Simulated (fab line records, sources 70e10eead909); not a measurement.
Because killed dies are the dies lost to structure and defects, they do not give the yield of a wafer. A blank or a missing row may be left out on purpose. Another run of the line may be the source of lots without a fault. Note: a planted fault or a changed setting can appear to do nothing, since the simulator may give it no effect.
Matching of chambers	flow nand_harc	4 sister chambers for NHARC_A_STAIRCASE_DESCUM_168 on rie_diel-05
The step chemistry O2, time 3 s. 14 wafers are shown with their chamber, then 7 later ones without.

## WAFERS PAIRED WITH THEIR CHAMBERS
wafer	chamber	drypump_motor_current_A (A)	showerhead_plenum_p_Torr (Torr)	rf_vpp_V (V)
L075.2	3	5.2	1.93	58.8
L075.4	2	5.9	1.86	58.0
L075.5	1	6.2	2.00	60.0
L076.1	2	5.8	1.86	57.7
L076.2	3	5.2	1.93	58.3
L076.6	0	6.7	1.78	57.3
L085.1	2	5.8	1.86	56.1
L085.2	3	5.2	1.92	56.7
L085.6	1	6.2	1.99	57.7
L083.2	0	6.7	1.77	56.2
L083.3	1	6.2	1.99	57.8
L083.4	2	5.8	1.86	57.6
L091.1	2	5.8	1.85	57.3
L091.3	0	6.7	1.77	56.3

SIGNATURES, as means of the wafers listed above
reading	chamber 0	chamber 1	chamber 2	chamber 3	scatter within a chamber
drypump_motor_current_A	6.700	6.200	5.820	5.200	0.0283
showerhead_plenum_p_Torr	1.7733	1.9933	1.8580	1.9267	0.00529
rf_vpp_V	56.600	58.500	57.340	57.933	0.933
Rule: for each reading, subtract the chamber's mean from the wafer's reading, divide by that reading's scatter and square the result; add these up over the readings and take the root, which gives the wafer's distance from the chamber. The wafer belongs to the nearest chamber; if the next one is less than 2 further off, it can't be placed. The scatter is the square root of a quotient: the sum, over the shown wafers, of each reading's squared deviation from its chamber's mean, divided by wafers minus chambers.

## WAFERS WITHOUT THEIR CHAMBER
wafer	drypump_motor_current_A (A)	showerhead_plenum_p_Torr (Torr)	rf_vpp_V (V)
L091.5	5.2	1.92	57.8
L092.1	5.2	1.92	57.7
L092.4	6.2	1.98	56.9
L092.5	6.8	1.77	57.1
L094.2	6.7	1.76	58.3
L094.4	5.8	1.84	57.0
L094.5	6.2	1.97	58.5

## WHICH CHAMBER EACH WENT THROUGH
wafer	from the rows above	in truth
L091.5	3	3
L092.1	3	3
L092.4	1	1
L092.5	0	0
L094.2	0	0
L094.4	2	2
L094.5	1	1
7 of 7 placed correctly. Not placeable from these rows: 0. Number placed wrongly: 0.
